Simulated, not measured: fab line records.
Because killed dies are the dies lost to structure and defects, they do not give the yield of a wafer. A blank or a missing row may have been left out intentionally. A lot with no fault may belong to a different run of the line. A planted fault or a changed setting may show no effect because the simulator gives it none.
fab line records	flow n5_finfet
record: lots: 9	wafers: 26	last_day: 18
route steps=1938 shown BEOL_M3@980 BEOL_M4@1111
lots that met no fault: taken from a fault-free run of the same line
start_h: hours from the record's first day to the start of the lot's first wafer shown	wait_h: how many hours have passed since the lot's step before this one	" repeats the value in the row above	L1.1+2: several wafers, shown together as one row	- no value, or no start given	* or withheld: withheld	< > ~ a bound
route shown NAME@n: a module of which the file shows steps, and the number in the route of the first	usual: mean/standard deviation taken from wafers without a fault	same: alike in all rows	chamber/n: place in a boat	sites: readings site by site	_std_site: standard deviation of those values	_edge_site: inner sites' mean taken away from outer sites' mean	radius_mm: for every site, how far away it sits from the centre of the wafer	mask NAME#n: copy n	behind: tool/chamber where the wafer was last shaped	hold: what put the lot on hold/how long, in hours/how the hold closed	device: whichever transistor did not switch (one of n, p or np)	end of line: the same wafers' tests at the end of the route	step lacking rows: just its recipe	killed: at the first sort, the dies lost to defects and structure; wafer yield is something else	map: the dies of a wafer, with x for killed, . for not killed, _ for no die there
set.NAME: the setting that was run; set.NAME@STEP: the one run at that earlier step	model.NAME: the simulator's own value behind a step, which no gauge read
route steps across a sampled set of lots; one table per step, one row per wafer
services: when a tool's chamber went out of use (start_h, in hours from the record's first day, below 0 if earlier), for how many hours, and the reason
== steps ==
step: N5_BEOL_M3_TRENCH_ETCH_37
recipe: chemistry: C4F6/O2	target_depth_a: 555.55	target: SiOC	time_s: 29.2	ion_energy_ev: 250	pressure_mtorr: 30	source_w: 355	bias_w: 185	Ar_flow_sccm: 300	C4F6_flow_sccm: 10	O2_flow_sccm: 10
usual: O2_flow_sccm: 10.00/0.031	drypump_motor_current_A: 5.6/0.41	oes_product_au: 0.78/0.078	rf_vpp_V: 665/12	showerhead_plenum_p_Torr: 2.85/0.077	throttle_valve_pct: 20.87/0.26
lot.wafer	tool	chamber	start_h	wait_h	O2_flow_sccm	drypump_motor_current_A	oes_product_au	rf_hours_counter_h	rf_vpp_V	showerhead_plenum_p_Torr	throttle_valve_pct
L298.3	rie_diel-02	1	174.62	-	9.98	5.7	0.85	44	648	2.76	20.81
L298.6	"	1	"	"	9.96	5.6	0.84	-	649	2.76	20.80
L302.2	rie_diel-06	3	184.41	-	10.06	5.6	0.71	183	664	2.93	20.95
L302.5	"	0	"	"	10.01	5.2	0.79	-	686	2.78	21.20
L302.6	"	3	"	"	9.99	5.6	0.72	-	663	2.93	20.93
L303.1	rie_diel-05	2	188.64	-	10.02	6.2	0.85	62	689	2.88	20.51
L303.3	"	3	"	"	10.02	5.1	0.67	244	667	2.83	21.25
L303.6	"	0	"	"	10.00	5.2	0.84	-	647	2.79	20.66
L305.1	rie_diel-05	1	236.22	-	9.96	5.6	0.72	225	666	2.91	20.71
L305.4	"	2	"	"	9.97	6.2	0.84	-	687	2.88	20.52
L305.5	"	0	"	"	10.02	5.2	0.83	-	648	2.79	20.67
L310.2	rie_diel-06	3	261.86	-	9.98	5.7	0.69	204	663	2.92	20.99
L310.3	"	2	"	"	10.02	5.7	0.73	197	665	2.97	21.05
L310.5	"	2	"	"	10.04	5.6	0.73	-	663	2.97	21.05
L309.1	rie_diel-02	2	267.02	-	10.01	6.0	0.74	184	665	2.82	20.79
L309.5	"	1	"	"	9.97	5.7	0.81	-	650	2.75	20.85
L309.6	"	2	"	"	10.00	6.0	0.74	-	664	2.82	20.76
L311.1	rie_diel-05	1	270.67	-	10.03	5.6	0.70	235	666	2.90	20.73
L311.3	"	3	"	"	10.01	5.1	0.94	9	667	2.82	20.96
L311.4	"	2	"	"	9.98	6.2	0.82	80	687	2.87	20.53
L312.4	rie_diel-06	2	270.71	-	10.00	5.6	0.73	199	662	2.97	21.05
L312.5	"	1	"	"	10.03	6.5	0.59	-	676	2.78	20.81
L312.6	"	2	"	"	9.98	5.7	0.73	-	664	2.97	21.04
L315.2	rie_diel-05	2	274.86	-	10.02	6.2	0.82	81	688	2.87	20.52
L315.3	"	0	"	"	10.01	5.3	0.81	105	647	2.78	20.67
L315.5	"	2	"	"	9.99	6.2	0.82	-	686	2.87	20.53
step: N5_BEOL_M3_STRIP_97
recipe: chemistry: N2/H2	time_s: 10	power_w: 450	temp_c: 40	pressure_mtorr: 20	rf_frequency_hz: 6e+07	bias_power_w: 7	n2_flow_sccm: 200	h2_flow_sccm: 200
usual: drypump_motor_current_A: 5.6/0.41	n2_flow_sccm: 200.0/0.56	oes_product_au: 0.77/0.079	rf_vpp_V: 59.1/0.9	showerhead_plenum_p_Torr: 2.54/0.066	throttle_valve_pct: 23.6/0.32
lot.wafer	tool	chamber	start_h	wait_h	drypump_motor_current_A	n2_flow_sccm	oes_product_au	rf_hours_counter_h	rf_vpp_V	showerhead_plenum_p_Torr	throttle_valve_pct
L298.3	rie_diel-02	1	-	-	5.6	199.0	0.85	44	59.6	2.49	23.5
L298.6	"	1	"	"	5.7	198.9	0.85	-	57.3	2.49	23.6
L302.2	rie_diel-06	3	-	-	5.6	199.9	0.72	183	59.0	2.63	23.7
L302.5	"	0	"	"	5.1	200.1	0.80	-	59.6	2.46	24.0
L302.6	"	3	"	"	5.7	199.5	0.72	-	60.3	2.63	23.7
L303.1	rie_diel-05	2	-	-	6.2	200.1	0.84	62	60.8	2.60	23.4
L303.3	"	3	"	"	5.1	201.4	0.67	244	59.9	2.48	23.9
L303.6	"	0	"	"	5.2	198.8	0.84	-	61.0	2.44	22.9
L305.1	rie_diel-05	1	-	-	5.6	200.1	0.69	225	59.1	2.62	23.5
L305.4	"	2	"	"	6.2	200.5	0.82	-	60.6	2.59	23.5
L305.5	"	0	"	"	5.2	199.3	0.83	-	58.5	2.44	22.9
L310.2	rie_diel-06	3	-	-	5.7	200.0	0.70	204	58.4	2.62	23.7
L310.3	"	2	"	"	5.7	199.9	0.73	197	58.5	2.62	24.0
L310.5	"	2	"	"	5.7	200.2	0.73	-	59.5	2.63	24.0
L309.1	rie_diel-02	2	-	-	6.1	200.2	0.72	184	58.9	2.53	23.5
L309.5	"	1	"	"	5.6	200.4	0.81	-	58.0	2.48	23.6
L309.6	"	2	"	"	6.0	199.0	0.72	-	59.8	2.53	23.5
L311.1	rie_diel-05	1	-	-	5.6	200.5	0.69	235	60.7	2.61	23.5
L311.3	"	3	"	"	5.1	200.8	0.93	9	59.2	2.48	23.8
L311.4	"	2	"	"	6.2	200.2	0.81	80	59.1	2.59	23.5
L312.4	rie_diel-06	2	-	-	5.7	198.9	0.73	199	59.6	2.62	24.0
L312.5	"	1	"	"	6.5	200.8	0.67	-	58.9	2.52	24.0
L312.6	"	2	"	"	5.6	199.3	0.74	-	58.8	2.62	24.0
L315.2	rie_diel-05	2	-	-	6.2	199.7	0.81	81	59.9	2.59	23.5
L315.3	"	0	"	"	5.2	199.6	0.82	105	59.5	2.43	22.9
L315.5	"	2	"	"	6.2	199.6	0.82	-	57.8	2.59	23.5
step: N5_BEOL_M3_OCD_MEAS_38
usual: trench_depth_nm: 55.3/1.1
lot.wafer	tool	chamber	start_h	wait_h	trench_depth_nm
L298.3	ocd-02	-	174.78	-	54.7
L298.6	"	-	"	"	54.5
L302.2	ocd-02	-	184.57	-	54.0
L302.5	"	-	"	"	55.6
L302.6	"	-	"	"	53.6
L303.1	ocd-02	-	188.79	-	56.6
L303.3	"	-	"	"	53.3
L303.6	"	-	"	"	55.9
L305.1	ocd-01	-	236.37	-	56.1
L305.4	"	-	"	"	57.7
L305.5	"	-	"	"	56.7
L310.2	ocd-02	-	262.01	-	53.1
L310.3	"	-	"	"	54.6
L310.5	"	-	"	"	55.1
L309.1	ocd-01	-	267.18	-	55.4
L309.5	"	-	"	"	53.9
L309.6	"	-	"	"	54.8
L311.1	ocd-01	-	270.82	-	55.7
L311.3	"	-	"	"	55.6
L311.4	"	-	"	"	56.2
L312.4	ocd-02	-	270.86	-	54.5
L312.5	"	-	"	"	45.0
L312.6	"	-	"	"	55.1
L315.2	ocd-01	-	275.02	-	56.2
L315.3	"	-	"	"	55.6
L315.5	"	-	"	"	55.7
step: N5_BEOL_M3_ALD_84
recipe: material: TaN	target_thk_a: *	temp_c: 275	ald_precursor_family: PDMAT	ald_co_reactant: NH3	pressure_torr: 3	carrier_flow_sccm: 1500	pulse_time_s: 2	purge_time_s: 3	co_reactant_purge_time_s: 2	co_reactant_pulse_time_s: 3	ald_cycles: 30	precursor_vessel_temp_c: 75	precursor_vessel_pressure_torr: 26.25	precursor_vessel_carrier_sccm: 1000
usual: heater_power_w: 427/52	mfc_carrier_sccm: 1500/4.6
lot.wafer	tool	chamber	start_h	wait_h	heater_power_w	mfc_carrier_sccm
L298.3	ald_metal-02	1	175.65	0.0	485	1502
L298.6	"	3	"	"	442	1511
L302.2	ald_metal-01	2	185.35	0.2	476	1500
L302.5	"	3	"	"	389	1500
L302.6	"	0	"	"	395	1499
L303.1	ald_metal-04	0	189.13	0.1	339	1498
L303.3	"	2	"	"	429	1500
L303.6	"	1	"	"	446	1504
L305.1	ald_metal-04	2	237.28	0.1	438	1501
L305.4	"	2	"	"	434	1497
L305.5	"	0	"	"	354	1499
L310.2	ald_metal-01	1	262.32	0.1	555	1497
L310.3	"	3	"	"	387	1503
L310.5	"	3	"	"	379	1496
L309.1	ald_metal-02	3	267.86	0.0	454	1500
L309.5	"	1	"	"	472	1503
L309.6	"	2	"	"	410	1500
L311.1	ald_metal-02	0	271.13	0.0	424	1506
L311.3	"	3	"	"	435	1498
L311.4	"	1	"	"	477	1502
L312.4	ald_metal-01	3	271.31	0.1	389	1489
L312.5	"	2	"	"	474	1505
L312.6	"	1	"	"	542	1499
L315.2	ald_metal-04	1	275.65	0.0	439	1501
L315.3	"	3	"	"	385	1491
L315.5	"	3	"	"	397	1496
step: N5_BEOL_M3_SPUTTER_79
recipe: material: Cu	target_thk_a: 45	temp_c: -20	chamber_pressure_pa: 0.07	power_w: withheld	time_s: 8.29
usual: throttle_valve_pct: 30.4/1.3
lot.wafer	tool	chamber	start_h	wait_h	throttle_valve_pct
L298.3	pvd_sputter-01	-	176.44	0.1	30.8
L298.6	"	-	"	"	33.1
L302.2	pvd_sputter-02	-	187.91	0.1	29.4
L302.5	"	-	"	"	28.6
L302.6	"	-	"	"	31.6
L303.1	pvd_sputter-02	-	190.05	0.1	28.5
L303.3	"	-	"	"	29.4
L303.6	"	-	"	"	31.5
L305.1	pvd_sputter-03	-	238.90	0.1	29.1
L305.4	"	-	"	"	29.1
L305.5	"	-	"	"	30.0
L310.2	pvd_sputter-03	-	266.35	0.1	30.9
L310.3	"	-	"	"	29.4
L310.5	"	-	"	"	30.8
L309.1	pvd_sputter-03	-	268.59	0.1	29.0
L309.5	"	-	"	"	29.0
L309.6	"	-	"	"	30.4
L311.1	pvd_sputter-01	-	271.93	0.1	31.2
L311.3	"	-	"	"	33.1
L311.4	"	-	"	"	30.6
L312.4	pvd_sputter-03	-	272.27	0.1	29.2
L312.5	"	-	"	"	30.8
L312.6	"	-	"	"	30.2
L315.2	pvd_sputter-01	-	276.54	0.1	32.9
L315.3	"	-	"	"	31.7
L315.5	"	-	"	"	31.7
step: N5_BEOL_M4_RC_MEAS_101
usual: DIBL_N: 36.5/1.9	DIBL_P: 36.4/2.2	IOFF_N: 0.17/0.034	IOFF_P: 0.21/0.036	ION_N: 678/12	ION_P: 462/7.1	SS_N: 71.7/0.61	SS_P: 73.4/0.71	VT_N: 249/3.5	VT_P: -251/3
lot.wafer	tool	chamber	start_h	wait_h	DIBL_N[mV/V]	DIBL_P[mV/V]	IOFF_N[nA/um]	IOFF_P[nA/um]	ION_N[uA/um]	ION_P[uA/um]	SS_N[mV/dec]	SS_P[mV/dec]	VT_N[mV]	VT_P[mV]
L298.3	prober-02	0	204.51	0.3	39.2	39.0	0.22	0.23	689	462	72.0	74.0	246	-252
L298.6	"	0	"	"	39.5	38.4	0.22	0.24	677	464	72.4	73.7	245	-252
L302.2	prober-01	0	213.71	0.2	38.0	36.3	0.18	0.21	679	458	71.9	73.6	250	-251
L302.5	"	0	"	"	38.1	36.2	0.17	0.19	669	453	72.0	73.5	252	-255
L302.6	"	0	"	"	36.9	36.1	0.16	0.21	676	461	71.0	73.4	248	-249
L303.1	prober-02	0	238.07	0.0	34.9	34.9	0.15	0.20	681	470	71.3	73.2	247	-250
L303.3	"	0	"	"	35.3	33.9	0.15	0.19	666	458	71.8	72.7	249	-248
L303.6	"	0	"	"	34.3	33.7	0.14	0.19	667	469	71.0	72.7	250	-253
L305.1	prober-01	0	249.88	0.0	38.7	38.9	0.20	0.23	692	470	72.4	74.4	244	-250
L305.4	"	0	"	"	37.5	38.0	0.18	0.21	691	467	72.1	73.2	249	-252
L305.5	"	0	"	"	36.0	35.6	0.14	0.17	664	457	71.6	73.2	254	-256
L310.2	prober-02	0	282.68	0.2	39.9	40.4	0.25	0.28	707	470	72.9	75.2	245	-248
L310.3	"	0	"	"	35.5	34.8	0.16	0.19	663	453	71.0	73.6	251	-251
L310.5	"	0	"	"	37.2	36.8	0.18	0.23	674	462	72.1	74.4	249	-249
L309.1	prober-01	0	289.49	0.0	37.5	36.2	0.16	0.18	668	446	72.7	73.4	253	-259
L309.5	"	0	"	"	38.6	39.0	0.19	0.22	682	451	71.7	73.4	247	-252
L309.6	"	0	"	"	37.2	37.2	0.16	0.19	672	452	72.5	73.2	254	-253
L311.1	prober-02	0	294.59	0.0	33.7	34.0	0.11	0.16	664	456	71.0	72.5	255	-252
L311.3	"	0	"	"	38.1	39.5	0.18	0.24	683	474	72.7	73.6	252	-250
L311.4	"	0	"	"	34.3	34.0	0.11	0.15	661	453	70.8	72.9	255	-255
L315.2	prober-01	0	298.12	0.2	36.8	38.1	0.18	0.22	676	468	71.6	73.6	248	-252
L315.3	"	0	"	"	35.3	37.1	0.16	0.19	673	456	72.2	72.8	251	-254
L315.5	"	0	"	"	35.3	37.4	0.17	0.20	689	470	72.2	72.9	249	-252
L312.4	prober-02	0	298.76	0.5	36.8	35.1	0.16	0.19	683	464	71.6	73.5	249	-251
L312.5	"	0	"	"	39.3	38.0	0.19	0.25	680	468	72.0	74.0	248	-248
L312.6	"	0	"	"	36.1	33.2	0.14	0.16	671	451	71.9	73.2	252	-255
== services ==
tool	chamber	start_h	hours	kind
pvd_sputter-03	-	157.03	5.4	repair
ald_metal-04	3	181.45	1.9	repair
ald_metal-04	0	182.76	5.5	repair
ald_metal-04	-	200.95	14.6	pm
rie_diel-02	3	205.74	6.4	repair
rie_diel-02	0	207.35	34.2	repair
rie_diel-05	3	225.33	-	clean
rie_diel-05	3	225.33	-	consumable_replace:focus_ring
rie_diel-05	3	225.33	13.3	scheduled_down
rie_diel-05	3	225.33	13.3	vent_cycle
ald_metal-04	2	227.97	5.6	repair
pvd_sputter-02	-	229.10	4.9	repair
ald_metal-04	3	236.81	5.7	repair
rie_diel-02	-	257.56	0.3	repair
rie_diel-05	2	260.27	5.0	repair
pvd_sputter-01	-	264.67	2.1	repair
ald_metal-01	0	268.20	23.7	repair
rie_diel-02	0	271.01	5.8	repair
rie_diel-06	1	271.31	-	clean
rie_diel-06	1	271.31	-	consumable_replace:focus_ring
rie_diel-06	1	271.31	32.9	scheduled_down
rie_diel-06	1	271.31	32.9	vent_cycle
== key ==
first_sign: step: N5_BEOL_M3_OCD_MEAS_38	reading: trench_depth_nm	direction: down	sigmas: 9.6	usual: 55.3	struck: 45.0
effect none on later readings
met_at N5_BEOL_M3_TRENCH_ETCH_37
struck_lots L312
struck_wafers L312.5
not_acting_at N5_BEOL_M3_STRIP_97,N5_BEOL_M3_ALD_84,N5_BEOL_M3_SPUTTER_79
fault: kind: process_parameter_drift	tool: rie_diel-06	chamber: 1	onset_h: 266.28	steps: N5_BEOL_M3_TRENCH_ETCH_37	channel: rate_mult	offset: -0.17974	shape: step	end_h: 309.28
